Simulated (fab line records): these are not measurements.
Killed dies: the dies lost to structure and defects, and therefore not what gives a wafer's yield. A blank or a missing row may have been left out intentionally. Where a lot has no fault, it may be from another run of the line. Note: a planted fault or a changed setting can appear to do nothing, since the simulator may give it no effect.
fab line records	flow n5-finfet	part 1 of 2: steps 1 to 20 of 25
record lots=5	wafers=15	last-day=18
route steps=1938 shown BEOL_M9@1417
lots that met no fault: from a run of the same line without faults
start-h: start of the lot's first displayed wafer, in hours after the record's first day	wait-h: hours elapsed since this lot's preceding step	" unchanged from the row above	L1.1+2: a single row standing in for several wafers	- no value present, or no start provided	* or withheld: withheld	< > ~ a bound
route shown NAME@n: a module of which the file shows steps, and the number in the route of the first	usual: mean and standard deviation over wafers with no fault	same: alike in all rows	chamber/n: place in a boat	sites: readings site by site	_std_site: how widely they spread, as a standard deviation	_edge_site: mean of outer sites minus mean of inner sites	radius-mm: how far each site lies from the wafer's centre	mask NAME#n: copy n	behind: tool/chamber where the wafer was last shaped	hold: cause of the lot's hold/its duration in hours/its outcome	device: which transistor (n, p or np) failed to switch	end of line: tests of these same wafers at the route's end	a step given without rows: its recipe and nothing more	killed: at the first sort, the dies lost to defects and structure; wafer yield is something else	map: dies across one wafer; x = killed, . = not, _ = none there
set.NAME: the setting that was run; set.NAME@STEP: the one run at that earlier step	model.NAME: the simulator's own value behind a step, which no gauge read
a table for each step, a row for each wafer; lots at some steps of the route
services: from which hour (start-h, from the record's first day; less than 0 if before it) a tool's chamber was out of use, for how many hours, and why
## steps
# step N5_BEOL_M9_DESCUM_16
# recipe chemistry=O2	time-s=7.9	source-power-w=50	bias-power-w=20	pressure-mtorr=20	rf-frequency-hz=2.712e+07	temp-c=40	resist=CAR-ArF	o2-flow-sccm=225
# usual drypump-motor-current-A=5.7/0.47	oes-product-au=0.80/0.081	rf-vpp-V=242.9/1.4	showerhead-plenum-p-Torr=2.08/0.079	throttle-valve-pct=20.53/0.22
lot.wafer	tool	chamber	start-h	wait-h	drypump-motor-current-A	oes-product-au	rf-hours-counter-h	rf-vpp-V	showerhead-plenum-p-Torr	throttle-valve-pct
L074.1	rie-diel-05	1	267.22	0.0	5.9	0.85	79	245.5	2.22	20.76
L074.5	"	2	"	"	5.5	0.75	-	241.5	2.02	20.69
L074.6	"	0	"	"	4.8	0.70	-	244.1	2.16	20.74
L077.1	rie-diel-01	1	271.35	0.0	6.1	0.71	229	244.2	2.18	20.58
L077.2	"	0	"	"	6.1	0.93	14	243.9	2.13	20.43
L077.6	"	3	"	"	6.3	0.86	-	243.5	2.02	20.26
L075.2	rie-diel-01	0	279.06	0.0	6.1	0.91	16	243.0	2.13	20.46
L075.3	"	2	"	"	5.1	0.82	69	243.3	2.13	20.31
L075.6	"	0	"	"	6.2	0.91	-	243.8	2.13	20.46
L084.1	rie-diel-05	3	330.90	0.0	5.0	0.82	81	241.9	2.01	20.25
L084.3	"	2	"	"	5.5	0.73	185	242.2	2.02	20.74
L084.6	"	3	"	"	4.9	0.81	-	242.3	2.01	20.26
L093.1	rie-diel-05	1	370.48	0.2	5.9	0.81	110	244.7	2.21	20.81
L093.2	"	3	"	"	5.0	0.79	93	241.4	2.01	20.27
L093.4	"	1	"	"	5.9	0.81	-	243.6	2.21	20.80
# step N5_BEOL_M9_ETCH_61
# recipe chemistry=CF4	target=SiARC	target-depth-a=390	mask-material=CAR-ArF	time-s=65	ion-energy-ev=80	pressure-mtorr=40	source-w=545	bias-w=36	Ar_flow_sccm=100	cf4-flow-sccm=100	ends=cleared
# usual bias-w=35.97/0.11	drypump-motor-current-A=5.7/0.47	etch-rf-on-time-s=64.0/1.4	oes-product-au=0.68/0.068	rf-vpp-V=184.0/1.2	showerhead-plenum-p-Torr=2.14/0.069	throttle-valve-pct=15.70/0.15
lot.wafer	tool	chamber	start-h	wait-h	bias-w	drypump-motor-current-A	etch-rf-on-time-s	oes-product-au	rf-hours-counter-h	rf-vpp-V	showerhead-plenum-p-Torr	throttle-valve-pct
L074.1	rie-diel-05	1	267.25	0.0	35.73	5.9	63.2	0.73	79	184.8	2.25	15.80
L074.5	"	2	"	"	36.02	5.5	63.6	0.64	-	182.5	2.06	15.72
L074.6	"	0	"	"	36.12	4.7	64.9	0.59	-	185.4	2.20	15.89
L077.1	rie-diel-01	1	271.39	0.0	35.97	6.1	61.0	0.61	229	186.2	2.19	15.61
L077.2	"	0	"	"	35.81	6.2	62.9	0.79	14	183.3	2.20	15.70
L077.6	"	3	"	"	35.82	6.3	65.7	0.73	-	183.8	2.10	15.65
L075.2	rie-diel-01	0	279.09	0.0	35.97	6.1	62.8	0.79	16	184.3	2.20	15.69
L075.3	"	2	"	"	35.76	5.1	63.2	0.71	69	183.3	2.18	15.49
L075.6	"	0	"	"	35.98	6.1	63.1	0.77	-	184.0	2.20	15.73
L084.1	rie-diel-05	3	330.94	0.0	35.97	5.0	63.4	0.70	81	182.5	2.09	15.55
L084.3	"	2	"	"	35.98	5.5	62.5	0.64	185	183.7	2.06	15.75
L084.6	"	3	"	"	36.03	5.0	64.4	0.69	-	183.5	2.08	15.53
L093.1	rie-diel-05	1	370.51	0.0	35.85	5.9	64.9	0.69	110	185.4	2.24	15.87
L093.2	"	3	"	"	36.00	5.0	65.0	0.68	93	181.9	2.08	15.57
L093.4	"	1	"	"	35.84	5.9	65.3	0.68	-	185.0	2.24	15.85
# step N5_BEOL_M9_ETCH_62
# recipe chemistry=N2/H2	target=SOC	target-depth-a=1100	overetch-a=220	mask-material=SiARC	temp-c=40	time-s=165	ion-energy-ev=200	pressure-mtorr=30	source-w=840	bias-w=150	n2-flow-sccm=200	h2-flow-sccm=200
# usual bias-w=150.0/0.44	drypump-motor-current-A=5.7/0.47	h2-flow-sccm=200.0/0.64	oes-product-au=0.67/0.066	rf-vpp-V=523.5/2.5	showerhead-plenum-p-Torr=2.53/0.097	throttle-valve-pct=17.89/0.19
lot.wafer	tool	chamber	start-h	wait-h	bias-w	drypump-motor-current-A	h2-flow-sccm	oes-product-au	rf-hours-counter-h	rf-vpp-V	showerhead-plenum-p-Torr	throttle-valve-pct
L074.1	rie-diel-05	1	267.30	0.0	150.2	5.9	199.8	0.71	79	528.7	2.68	18.15
L074.5	"	2	"	"	149.8	5.5	200.0	0.63	-	520.5	2.41	17.69
L074.6	"	0	"	"	150.4	4.7	200.8	0.60	-	524.9	2.64	18.12
L077.1	rie-diel-01	1	271.44	0.0	149.4	6.2	200.7	0.58	229	525.9	2.61	17.88
L077.2	"	0	"	"	150.3	6.2	200.1	0.76	14	524.7	2.62	17.99
L077.6	"	3	"	"	150.5	6.3	200.4	0.73	-	522.7	2.46	17.70
L075.2	rie-diel-01	0	279.14	0.0	150.6	6.1	199.9	0.75	16	525.0	2.62	18.01
L075.3	"	2	"	"	150.0	5.1	200.2	0.69	69	524.8	2.59	17.72
L075.6	"	0	"	"	151.3	6.1	200.4	0.76	-	525.7	2.62	18.02
L084.1	rie-diel-05	3	330.99	0.0	149.9	5.0	199.8	0.69	82	523.0	2.46	17.78
L084.3	"	2	"	"	150.3	5.5	200.0	0.61	185	520.1	2.41	17.74
L084.6	"	3	"	"	149.4	5.0	200.2	0.69	-	521.5	2.46	17.78
L093.1	rie-diel-05	1	370.56	0.0	151.2	5.9	200.6	0.69	110	527.0	2.67	18.19
L093.2	"	3	"	"	149.8	5.0	200.7	0.67	93	522.2	2.45	17.80
L093.4	"	1	"	"	150.4	5.9	200.2	0.68	-	526.9	2.67	18.19
# step N5_BEOL_M9_STRIP_68
# recipe chemistry=N2/H2	temp-c=40	n2-flow-sccm=200	h2-flow-sccm=200	rf-frequency-hz=6e+07
lot.wafer	tool	chamber	start-h	wait-h
L074.1+5+6	rie-diel-05	1,2,0	267.44	0.1
L077.1+2+6	rie-diel-01	1,0,3	271.57	0.1
L075.2+3+6	rie-diel-01	0,2,0	279.28	0.1
L084.1+3+6	rie-diel-05	3,2,3	331.12	0.1
L093.1+2+4	rie-diel-05	1,3,1	370.70	0.1
# step N5_BEOL_M9_STRIP_67
# recipe chemistry=CF4	resist=SiARC	power-w=300	bias-power-w=75	pressure-mtorr=50	cf4-flow-sccm=150	rf-frequency-hz=6e+07
# usual drypump-motor-current-A=5.7/0.47	oes-product-au=0.79/0.077	rf-vpp-V=270.9/1.4	showerhead-plenum-p-Torr=1.79/0.061	throttle-valve-pct=13.66/0.16
lot.wafer	tool	chamber	start-h	wait-h	drypump-motor-current-A	oes-product-au	rf-hours-counter-h	rf-vpp-V	showerhead-plenum-p-Torr	throttle-valve-pct
L074.1	rie-diel-05	1	267.45	0.0	5.9	0.84	79	272.8	1.89	13.74
L074.5	"	2	"	"	5.5	0.74	-	269.1	1.72	13.65
L074.6	"	0	"	"	4.7	0.70	-	273.2	1.85	13.93
L077.1	rie-diel-01	1	271.58	0.0	6.2	0.69	229	272.9	1.84	13.69
L077.2	"	0	"	"	6.1	0.90	14	271.6	1.85	13.64
L077.6	"	3	"	"	6.4	0.86	-	270.5	1.75	13.56
L075.2	rie-diel-01	0	279.29	0.0	6.1	0.89	17	271.8	1.85	13.63
L075.3	"	2	"	"	5.1	0.82	69	270.3	1.84	13.51
L075.6	"	0	"	"	6.1	0.90	-	271.2	1.85	13.63
L084.1	rie-diel-05	3	331.13	0.0	5.0	0.80	82	270.6	1.75	13.47
L084.3	"	2	"	"	5.5	0.73	185	269.8	1.72	13.71
L084.6	"	3	"	"	5.0	0.82	-	269.9	1.74	13.47
L093.1	rie-diel-05	1	370.71	0.0	5.9	0.81	110	272.0	1.88	13.80
L093.2	"	3	"	"	5.0	0.80	93	269.9	1.74	13.49
L093.4	"	1	"	"	5.9	0.80	-	271.4	1.88	13.79
# step N5_BEOL_M9_HM_OPEN_17
# recipe chemistry=Cl2/BCl3	target-depth-a=200	overetch-a=60	target=TiN	mask-material=SOC	ion-energy-ev=150	pressure-mtorr=10	icp-w=1000	bias-w=126	Cl2_flow_sccm=53.25	bcl3-flow-sccm=21.75	Ar_flow_sccm=25
# usual bias-w=126.0/0.4	drypump-motor-current-A=5.5/0.59	oes-product-au=0.70/0.069	throttle-valve-pct=22.03/0.23
lot.wafer	tool	chamber	start-h	wait-h	bias-w	drypump-motor-current-A	oes-product-au	rf-hours-counter-h	throttle-valve-pct
L074.1	rie-metal-02	0	267.49	0.0	126.0	4.8	0.82	1	21.79
L074.5	"	0	"	"	126.0	4.8	0.82	-	21.81
L074.6	"	1	"	"	125.7	6.4	0.72	-	22.26
L077.1	rie-metal-01	1	271.62	0.0	125.7	5.6	0.66	36	21.81
L077.2	"	0	"	"	126.2	5.0	0.71	30	22.08
L077.6	"	1	"	"	126.3	5.7	0.67	-	21.82
L075.2	rie-metal-03	1	279.33	0.0	126.4	6.0	0.53	111	22.02
L075.3	"	1	"	"	126.5	6.0	0.53	-	22.02
L075.6	"	0	"	"	126.4	5.1	0.66	-	22.40
L084.1	rie-metal-02	0	331.17	0.0	125.9	4.8	0.79	6	21.78
L084.3	"	0	"	"	125.9	4.8	0.79	-	21.81
L084.6	"	0	"	"	125.7	4.8	0.79	-	21.79
L093.1	rie-metal-03	1	370.75	0.0	125.9	6.0	0.79	6	21.76
L093.2	"	0	"	"	126.3	5.2	0.64	51	22.41
L093.4	"	1	"	"	125.9	6.0	0.79	-	21.76
# step N5_BEOL_M9_STRIP_19
# recipe chemistry=O2	power-w=400	temp-c=40	pressure-mtorr=30	rf-frequency-hz=6e+07	bias-power-w=0	overash-fraction=0.2	o2-flow-sccm=225
# usual drypump-motor-current-A=5.6/0.49	oes-product-au=0.80/0.081	rf-vpp-V=3.7/0.6	showerhead-plenum-p-Torr=2.09/0.075	throttle-valve-pct=16.73/0.19
lot.wafer	tool	chamber	start-h	wait-h	drypump-motor-current-A	oes-product-au	rf-hours-counter-h	rf-vpp-V	showerhead-plenum-p-Torr	throttle-valve-pct
L074.1	rie-diel-05	1	267.62	0.1	5.9	0.85	79	4.3	2.22	16.93
L074.5	"	2	"	"	5.5	0.75	-	4.0	2.03	16.86
L074.6	"	0	"	"	4.7	0.69	-	4.2	2.17	16.97
L077.1	rie-diel-04	2	271.73	0.1	5.5	0.75	159	4.9	1.99	16.49
L077.2	"	0	"	"	5.8	0.68	248	4.3	2.05	16.95
L077.6	"	1	"	"	5.7	0.83	-	3.9	2.04	16.75
L075.2	rie-diel-01	3	279.57	0.2	6.4	0.84	59	3.1	2.02	16.52
L075.3	"	1	"	"	6.1	0.69	231	3.4	2.18	16.85
L075.6	"	1	"	"	6.2	0.70	-	4.2	2.18	16.85
L084.1	rie-diel-05	3	331.28	0.1	5.0	0.81	82	3.8	2.02	16.49
L084.3	"	2	"	"	5.5	0.74	185	4.9	2.02	16.92
L084.6	"	2	"	"	5.5	0.73	-	3.9	2.02	16.92
L093.1	rie-diel-05	3	371.14	0.4	5.0	0.80	94	3.7	2.01	16.54
L093.2	"	2	"	"	5.5	0.71	198	3.1	2.02	16.94
L093.4	"	3	"	"	5.0	0.79	-	3.9	2.01	16.53
# step N5_BEOL_M9_CD_MEAS_18
# recipe pitch-nm=140	target-cd-nm=70
# usual cd-nm=70.7/0.64
lot.wafer	tool	chamber	start-h	wait-h	cd-nm
L074.1	cd-sem-03	-	267.68	0.0	70.7
L074.5	"	-	"	"	70.6
L074.6	"	-	"	"	70.6
L077.1	cd-sem-02	-	271.80	0.0	70.7
L077.2	"	-	"	"	69.8
L077.6	"	-	"	"	70.7
L075.2	cd-sem-01	-	279.64	0.1	70.3
L075.3	"	-	"	"	71.8
L075.6	"	-	"	"	70.1
L084.1	cd-sem-02	-	331.35	0.0	70.2
L084.3	"	-	"	"	70.8
L084.6	"	-	"	"	70.6
L093.1	cd-sem-01	-	371.21	0.0	71.3
L093.2	"	-	"	"	71.3
L093.4	"	-	"	"	72.2
# step N5_BEOL_M9_COAT_63
# recipe resist=SOC	temp-c=250	time-s=60	spin-rpm=1500	resist-thk-nm=60
# usual plate-temp-C=250.00/0.19	spin-speed-rpm=1500.0/1
lot.wafer	tool	chamber	start-h	wait-h	plate-temp-C	spin-speed-rpm
L074.1	litho-track-01	0	267.72	0.0	249.74	1499.4
L074.5	"	0	"	"	249.61	1499.4
L074.6	"	0	"	"	249.78	1499.1
L077.1	litho-track-02	0	272.56	0.8	250.03	1499.2
L077.2	"	0	"	"	250.16	1500.1
L077.6	"	0	"	"	250.20	1500.0
L075.2	litho-track-05	0	280.95	1.3	249.95	1500.1
L075.3	"	0	"	"	250.05	1500.4
L075.6	"	0	"	"	250.03	1500.4
L084.1	litho-track-02	0	333.90	2.5	249.59	1500.0
L084.3	"	0	"	"	249.87	1499.4
L084.6	"	0	"	"	249.69	1499.4
L093.1	litho-track-02	0	371.25	0.0	250.02	1501.8
L093.2	"	0	"	"	249.91	1500.9
L093.4	"	0	"	"	249.72	1501.0
# step N5_BEOL_M9_COAT_64
# recipe resist=SiARC	temp-c=220	time-s=60	spin-rpm=1500	resist-thk-nm=12
# usual plate-temp-C=219.99/0.15	spin-speed-rpm=1500.2/1.2
lot.wafer	tool	chamber	start-h	wait-h	plate-temp-C	spin-speed-rpm
L074.1	litho-track-01	0	-	-	219.92	1501.0
L074.5	"	0	"	"	219.96	1499.6
L074.6	"	0	"	"	219.78	1500.3
L077.1	litho-track-02	0	-	-	219.94	1500.0
L077.2	"	0	"	"	219.92	1500.1
L077.6	"	0	"	"	219.75	1502.2
L075.2	litho-track-05	0	-	-	219.75	1498.9
L075.3	"	0	"	"	220.01	1500.1
L075.6	"	0	"	"	219.87	1498.3
L084.1	litho-track-02	0	-	-	219.98	1500.7
L084.3	"	0	"	"	219.87	1500.5
L084.6	"	0	"	"	219.84	1499.9
L093.1	litho-track-02	0	-	-	219.86	1501.3
L093.2	"	0	"	"	219.79	1500.6
L093.4	"	0	"	"	219.69	1500.7
# step N5_BEOL_M9_COAT_75
# recipe resist=underlayer	temp-c=205	time-s=60	spin-rpm=1500	resist-thk-nm=5
# usual plate-temp-C=205.01/0.15	spin-speed-rpm=1500.1/1.2
lot.wafer	tool	chamber	start-h	wait-h	plate-temp-C	spin-speed-rpm
L074.1	litho-track-01	0	-	-	205.25	1498.5
L074.5	"	0	"	"	204.73	1500.2
L074.6	"	0	"	"	205.17	1500.5
L077.1	litho-track-02	0	-	-	204.93	1501.3
L077.2	"	0	"	"	205.26	1500.7
L077.6	"	0	"	"	204.98	1500.9
L075.2	litho-track-05	0	-	-	205.10	1500.2
L075.3	"	0	"	"	205.15	1501.5
L075.6	"	0	"	"	205.25	1500.8
L084.1	litho-track-02	0	-	-	205.24	1500.1
L084.3	"	0	"	"	204.86	1501.3
L084.6	"	0	"	"	204.78	1501.2
L093.1	litho-track-02	0	-	-	204.98	1499.0
L093.2	"	0	"	"	204.87	1499.8
L093.4	"	0	"	"	205.00	1499.1
# step N5_BEOL_M9_COAT_22
# recipe resist=CAR-EUV	spin-rpm=1500	resist-thk-nm=30
# usual spin-speed-rpm=1500.0/1.1
lot.wafer	tool	chamber	start-h	wait-h	spin-speed-rpm
L074.1	litho-track-01	0	-	-	1498.0
L074.5	"	0	"	"	1501.7
L074.6	"	0	"	"	1499.6
L077.1	litho-track-02	0	-	-	1500.9
L077.2	"	0	"	"	1500.9
L077.6	"	0	"	"	1500.6
L075.2	litho-track-05	0	-	-	1499.2
L075.3	"	0	"	"	1499.9
L075.6	"	0	"	"	1498.7
L084.1	litho-track-02	0	-	-	1500.0
L084.3	"	0	"	"	1500.3
L084.6	"	0	"	"	1499.7
L093.1	litho-track-02	0	-	-	1499.6
L093.2	"	0	"	"	1499.1
L093.4	"	0	"	"	1500.3
# step N5_BEOL_M9_EBR_24
# recipe solvent=PGMEA	ebr-width-mm=1.5
lot.wafer	tool	chamber	start-h	wait-h
L074.1+5+6	litho-track-01	0	-	-
L077.1+2+6	litho-track-02	0	-	-
L075.2+3+6	litho-track-05	0	-	-
L084.1+3+6	litho-track-02	0	-	-
L093.1+2+4	litho-track-02	0	-	-
# step N5_BEOL_M9_SOFTBAKE_23
# recipe temp-c=110	time-s=60	resist=CAR-EUV
# usual plate-temp-C=110.00/0.13
lot.wafer	tool	chamber	start-h	wait-h	plate-temp-C
L074.1	litho-track-01	0	-	-	110.03
L074.5	"	0	"	"	110.06
L074.6	"	0	"	"	110.11
L077.1	litho-track-02	0	-	-	109.96
L077.2	"	0	"	"	109.98
L077.6	"	0	"	"	109.95
L075.2	litho-track-05	0	-	-	109.89
L075.3	"	0	"	"	109.67
L075.6	"	0	"	"	109.76
L084.1	litho-track-02	0	-	-	109.94
L084.3	"	0	"	"	110.03
L084.6	"	0	"	"	110.11
L093.1	litho-track-02	0	-	-	110.04
L093.2	"	0	"	"	109.95
L093.4	"	0	"	"	109.99
# step N5_BEOL_M9_EXPOSE_25
# recipe mask-id=V8	na=0.33	source-shape=annular	sigma-inner=0.4	sigma-outer=0.8	polarization=unpolarized	dose-mj=37.25
# same sigma-outer=0.8
lot.wafer	tool	chamber	start-h	wait-h	mask
L074.1+5+6	euv-scanner-01	0	267.86	-	V8#0
L077.1+2+6	euv-scanner-01	0	272.69	-	V8#0
L075.2+3+6	euv-scanner-01	0	281.21	-	V8#0
L084.1+3+6	euv-scanner-02	0	334.08	-	V8#0
L093.1+2+4	euv-scanner-01	0	371.52	-	V8#0
# step N5_BEOL_M9_PEB_26
# recipe peb-temp-c=100	peb-time-s=60	resist=CAR-EUV
# usual plate-temp-C=100.02/0.13
# same peb-time-s=60
lot.wafer	tool	chamber	start-h	wait-h	plate-temp-C
L074.1	litho-track-01	0	267.92	0.1	100.08
L074.5	"	0	"	"	99.92
L074.6	"	0	"	"	99.99
L077.1	litho-track-02	0	272.75	0.1	100.07
L077.2	"	0	"	"	100.19
L077.6	"	0	"	"	100.20
L075.2	litho-track-02	0	281.27	0.0	100.18
L075.3	"	0	"	"	100.10
L075.6	"	0	"	"	100.27
L084.1	litho-track-02	0	334.14	0.1	100.14
L084.3	"	0	"	"	100.12
L084.6	"	0	"	"	100.04
L093.1	litho-track-01	0	371.58	0.1	99.97
L093.2	"	0	"	"	99.96
L093.4	"	0	"	"	100.01
# step N5_BEOL_M9_DEVELOP_27
# recipe develop-time-s=30	developer=TMAH	resist=CAR-EUV	rinse-liquid=surfactant-rinse	dry=air-spin	dev-temp-c=23
lot.wafer	tool	chamber	start-h	wait-h
L074.1+5+6	litho-track-01	0	-	-
L077.1+2+6	litho-track-02	0	-	-
L075.2+3+6	litho-track-02	0	-	-
L084.1+3+6	litho-track-02	0	-	-
L093.1+2+4	litho-track-01	0	-	-
# step N5_BEOL_M9_CD_MEAS_28
# recipe target-cd-nm=70	landing-energy-ev=500	detector=se-inlens	polarity=opening
# usual cd-nm=70.06/0.28
lot.wafer	tool	chamber	start-h	wait-h	cd-nm
L074.1	cd-sem-03	0	267.99	-	69.76
L074.5	"	0	"	"	70.21
L074.6	"	0	"	"	70.19
L077.1	cd-sem-02	0	272.82	-	70.19
L077.2	"	0	"	"	70.36
L077.6	"	0	"	"	70.57
L075.2	cd-sem-02	0	281.34	-	69.95
L075.3	"	0	"	"	69.49
L075.6	"	0	"	"	69.77
L084.1	cd-sem-03	0	334.21	-	70.18
L084.3	"	0	"	"	70.06
L084.6	"	0	"	"	70.07
L093.1	cd-sem-02	0	371.65	-	70.28
L093.2	"	0	"	"	69.92
L093.4	"	0	"	"	70.10
# step N5_BEOL_M9_OVL_MEAS_29
# recipe points-per-wafer=522
# usual V8_OVL=-0.4/0.73
lot.wafer	tool	chamber	start-h	wait-h	V8_OVL[nm]
L074.1	overlay-02	0	268.02	0.0	-1.5
L074.5	"	0	"	"	-1.7
L074.6	"	0	"	"	-1.9
L077.1	overlay-01	0	272.85	0.0	-1.1
L077.2	"	0	"	"	-1.4
L077.6	"	0	"	"	-0.7
L075.2	overlay-01	0	281.37	0.0	-1.5
L075.3	"	0	"	"	-0.5
L075.6	"	0	"	"	-0.9
L084.1	overlay-01	0	334.24	0.0	0.5
L084.3	"	0	"	"	0.1
L084.6	"	0	"	"	1.1
L093.1	overlay-02	0	371.68	0.0	-1.0
L093.2	"	0	"	"	-0.9
L093.4	"	0	"	"	-1.0
# step N5_BEOL_M9_INSPECT_30
# recipe mode=adi	inspect-instrument=brightfield
# usual raw-defect-count=424/110
lot.wafer	tool	chamber	start-h	wait-h	raw-defect-count
L074.1	defect-inspect-01	-	268.08	0.1	318
L074.5	"	-	"	"	346
L074.6	"	-	"	"	405
L077.1	defect-inspect-01	-	272.91	0.1	402
L077.2	"	-	"	"	274
L077.6	"	-	"	"	326
L075.2	defect-inspect-02	-	281.43	0.0	244
L075.3	"	-	"	"	363
L075.6	"	-	"	"	351
L084.1	defect-inspect-01	-	334.30	0.1	283
L084.3	"	-	"	"	245
L084.6	"	-	"	"	281
L093.1	defect-inspect-02	-	371.73	0.1	498
L093.2	"	-	"	"	461
L093.4	"	-	"	"	727
